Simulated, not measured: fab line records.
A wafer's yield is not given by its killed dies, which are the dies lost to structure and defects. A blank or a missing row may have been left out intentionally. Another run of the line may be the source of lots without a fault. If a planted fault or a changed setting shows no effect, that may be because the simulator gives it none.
Which tool did it? -- flow n5_finfet -- 36 wafers from 12 lots sampled at 3 of the route's 1938 steps

WHAT THE GAUGES SHOWED, per wafer
N5_PASSIVATION_CD_MEAS_30: the cd target is 4000 nm.
lot,measured,on,cd_nm (nm)
L176,day 15 02:25,cd_sem-01,3995.8 3999.8 3997.7
L177,day 15 14:48,cd_sem-02,4002.7 4001.9 4000.5
L178,day 14 01:12,cd_sem-02,4005.2 3999.9 4002.8
L179,day 15 12:26,cd_sem-01,3998.3 3999.8 3999.5
L180,day 15 01:28,cd_sem-03,4001.6 3999.8 4004.8
L188,day 16 16:11,cd_sem-03,4000.0 4000.6 4002.2
L190,day 17 19:21,cd_sem-02,3998.7 4000.4 3999.3
L191,day 18 01:31,cd_sem-03,3999.3 3996.2 3998.9
L192,day 18 09:08,cd_sem-01,3997.2 3997.0 3998.6
L193,day 18 01:19,cd_sem-01,3999.7 3997.3 3998.7
L195,day 18 17:11,cd_sem-02,4002.8 4001.1 4002.8
L198,day 20 02:32,cd_sem-01,4001.6 4002.8 3999.6

WHAT TOOL EACH LOT RAN ON (gives the tool, then ch and the chambers of the sampled wafers, and finally the start)
lot,N5_HKMG_FIN_ETCH_31,N5_PASSIVATION_DEGAS_18
L176,"rie_diel-03 ch 0,1,2, day 4 03:35","pvd_sputter-03, day 15 01:38"
L177,"rie_diel-03 ch 0,2, day 4 12:34","pvd_sputter-03, day 15 14:09"
L178,"rie_diel-02 ch 0,2,3, day 4 20:13","pvd_sputter-03, day 14 00:24"
L179,"rie_diel-03 ch 1,2,3, day 5 02:53","pvd_sputter-01, day 15 11:39"
L180,"rie_diel-03 ch 1,3, day 5 03:59","pvd_sputter-01, day 15 00:49"
L188,"rie_diel-06 ch 0,1,3, day 7 04:20","pvd_sputter-01, day 16 15:25"
L190,"rie_diel-06 ch 0,1,3, day 7 16:27","pvd_sputter-03, day 17 18:41"
L191,"rie_diel-03 ch 1,2, day 7 21:01","pvd_sputter-02, day 18 00:44"
L192,"rie_diel-02 ch 0,3, day 8 03:36","pvd_sputter-02, day 18 08:22"
L193,"rie_diel-02 ch 0,2,3, day 8 08:26","pvd_sputter-01, day 18 00:32"
L195,"rie_diel-03 ch 1,2,3, day 8 21:09","pvd_sputter-01, day 18 16:25"
L198,"rie_diel-02 ch 1,2,3, day 9 14:27","pvd_sputter-01, day 20 01:45"
- N5_HKMG_FIN_ETCH_31: etches SiARC in CF4, target depth 45.5 nm, time 75.8 s.
- N5_PASSIVATION_DEGAS_18: time 60 s.

WHAT THE TOOLS THEMSELVES READ (means of the sampled wafers that have a number; where no wafer has one, the mark that the record gives instead)
N5_HKMG_FIN_ETCH_31.
lot,tool,drypump_motor_current_A (A),etch_rf_on_time_s (s),oes_product_au (a.u.),rf_vpp_V (V),showerhead_plenum_p_Torr (Torr),throttle_valve_pct (%)
L176,rie_diel-03,5.5,75.6,0.65,184.4,2.14,15.72
L177,rie_diel-03,5.1,76.2,0.61,183.8,2.11,15.64
L178,rie_diel-02,5.9,75.2,0.62,183.1,2.08,15.47
L179,rie_diel-03,5.9,75.8,0.65,183.8,2.11,15.69
L180,rie_diel-03,6.0,73.4,0.67,184.8,2.17,15.82
L188,rie_diel-06,6.0,75.8,0.62,184.8,2.22,15.69
L190,rie_diel-06,6.0,76.3,0.61,185.9,2.22,15.70
L191,rie_diel-03,5.8,73.6,0.66,185.0,2.17,15.88
L192,rie_diel-02,6.3,74.4,0.69,183.9,2.12,15.24
L193,rie_diel-02,5.9,74.2,0.68,184.0,2.15,15.38
L195,rie_diel-03,5.9,75.5,0.63,184.6,2.10,15.75
L198,rie_diel-02,5.7,75.5,0.60,183.5,2.09,15.73

N5_PASSIVATION_DEGAS_18.
lot,tool,heater_power_w (W)
L176,pvd_sputter-03,478
L177,pvd_sputter-03,445
L178,pvd_sputter-03,481
L179,pvd_sputter-01,424
L180,pvd_sputter-01,435
L188,pvd_sputter-01,461
L190,pvd_sputter-03,481
L191,pvd_sputter-02,493
L192,pvd_sputter-02,488
L193,pvd_sputter-01,464
L195,pvd_sputter-01,445
L198,pvd_sputter-01,465

THE ANSWER, worked out from the rows above alone
Rule: usual is defined by the lots themselves. The widest of any qualifying gaps counts: lots, ordered by their means at a reading, are off when they make up no more than a third of the lots, leave a main group of 4 or more, and stand apart from it by 3 or more times the standard deviation of that group's means. The tables above print the reading to a certain number of digits; a main group whose means all agree to those digits is not used. A lot without any number at a reading at which 4 lots or more have one is off too. The other lots that the step has rows for count as sound. First the gauges in route order, then the tools' own readings, where a lot's mean is used as printed above. The first step at which some lot is off is used, and at that step the reading that is off furthest; a lot without a number counts as furthest.
No lot is off at any reading shown: from this, nothing can be told.

WHAT THE SIMULATOR PUT IN
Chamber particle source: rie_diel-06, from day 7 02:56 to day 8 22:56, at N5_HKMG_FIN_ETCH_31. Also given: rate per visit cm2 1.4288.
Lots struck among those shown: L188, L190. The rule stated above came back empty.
